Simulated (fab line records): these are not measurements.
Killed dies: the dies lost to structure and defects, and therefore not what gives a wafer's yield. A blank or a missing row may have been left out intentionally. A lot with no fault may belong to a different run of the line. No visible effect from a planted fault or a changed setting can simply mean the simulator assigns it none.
Split-lot trial ; flow n5Finfet ; route with 1938 steps; 7 lots, 39 wafers read

== SPLIT DETAILS ==
At N5_HKMG_FIN_ETCH_58 (etches SOC in N2/H2, target depth 215.8 nm, time 741 s), the setting biasW was moved away from the recipe's 13 W on 12 of the 39 wafers read, by -9.9% to +15.5%. This setting was run at the recipe's value on the other wafers.

The reading comes from the split's own step.

== THE READING ==
rfVppV, in V, at N5_HKMG_FIN_ETCH_58 (etches SOC in N2/H2, target depth 215.8 nm, time 741 s). On this fab line, fault-free wafers typically give 99.1 V with a standard deviation of 1.1 V.

wafer;tool, chamber at the split;biasW as run, W;against the recipe;rfVppV, V;against lot-mates on the recipe
L077.1;rieDiel-01, 0;13;recipe;99.1;-
L077.2;rieDiel-01, 3;13;recipe;99.2;-
L077.3;rieDiel-01, 1;13.74;+5.7%;103.8;+4.8
L077.4;rieDiel-01, 0;13.74;+5.7%;103.9;+4.9
L077.5;rieDiel-01, 3;13;recipe;98.8;-
L077.6;rieDiel-01, 1;13.74;+5.7%;103.2;+4.2
L079.1;rieDiel-01, 1;13;recipe;100.1;-
L079.2;rieDiel-01, 3;14.51;+11.6%;106.3;+6.6
L079.3;rieDiel-01, 2;14.51;+11.6%;105.8;+6.1
L079.4;rieDiel-01, 1;13;recipe;99.2;-
L079.5;rieDiel-01, 3;14.51;+11.6%;105.8;+6.1
L079.6;rieDiel-01, 2;13;recipe;99.7;-
L083.1;rieDiel-03, 3;11.71;-9.9%;92.3;-6.3
L083.2;rieDiel-03, 1;11.71;-9.9%;92.7;-5.9
L083.3;rieDiel-03, 2;11.71;-9.9%;91.4;-7.2
L083.4;rieDiel-03, 1;13;recipe;99.3;-
L083.5;rieDiel-03, 3;13;recipe;98.3;-
L083.6;rieDiel-03, 2;13;recipe;98.2;-
L088.1;rieDiel-01, 1;13;recipe;99.1;-
L088.2;rieDiel-01, 3;13;recipe;98.2;-
L088.3;rieDiel-01, 2;13;recipe;101.2;-
L088.4;rieDiel-01, 0;13;recipe;100.5;-
L088.5;rieDiel-01, 2;13;recipe;99.3;-
L088.6;rieDiel-01, 3;13;recipe;97.3;-
L092.1;rieDiel-01, 3;13;recipe;99.2;-
L092.2;rieDiel-01, 2;15.01;+15.5%;109.0;+9.4
L092.3;rieDiel-01, 1;13;recipe;100.7;-
L092.4;rieDiel-01, 0;13;recipe;99.0;-
L092.5;rieDiel-01, 2;15.01;+15.5%;108.9;+9.3
L092.6;rieDiel-01, 3;15.01;+15.5%;109.0;+9.4
L095.1;rieDiel-01, 1;13;recipe;97.4;-
L095.2;rieDiel-01, 2;13;recipe;100.9;-
L095.3;rieDiel-01, 3;13;recipe;97.1;-
L095.4;rieDiel-01, 0;13;recipe;98.5;-
L095.5;rieDiel-01, 1;13;recipe;99.7;-
L095.6;rieDiel-01, 2;13;recipe;100.5;-
L096.1;rieDiel-05, 2;13;recipe;98.0;-
L096.3;rieDiel-05, 1;13;recipe;98.6;-
L096.4;rieDiel-05, 3;13;recipe;99.6;-

THE FIT
A straight line over all 39 wafers: rfVppV changes by +0.649 V for each +1% of biasW; r = +0.97; the points scatter about the line by 0.99 V.
The same after taking each lot's own level away (the mean of its wafers on the recipe; 39 wafers): +0.61 V for each +1%; r = +0.97; scatter 0.97 V.
On that fit, the largest move of biasW shifts the reading by 9.4 V.
The lots' own levels span 98.60 to 99.67 V, that is 1.0 times the standard deviation above.
So the lot-to-lot level changes the slope little: the two slopes agree.
Check: +9.43 V against its lot-mates is what the line predicts for one of the wafers moved furthest among these (+15.5%) when that wafer is left out of the fit. It came out at +9.37 V against them.
Tool readings at the split's step, against how far the setting was moved: rfVppV r = +0.97.

== FILE'S OWN FIT ==
rfVppV changes by +0.609 V for each +1% of biasW, r = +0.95.
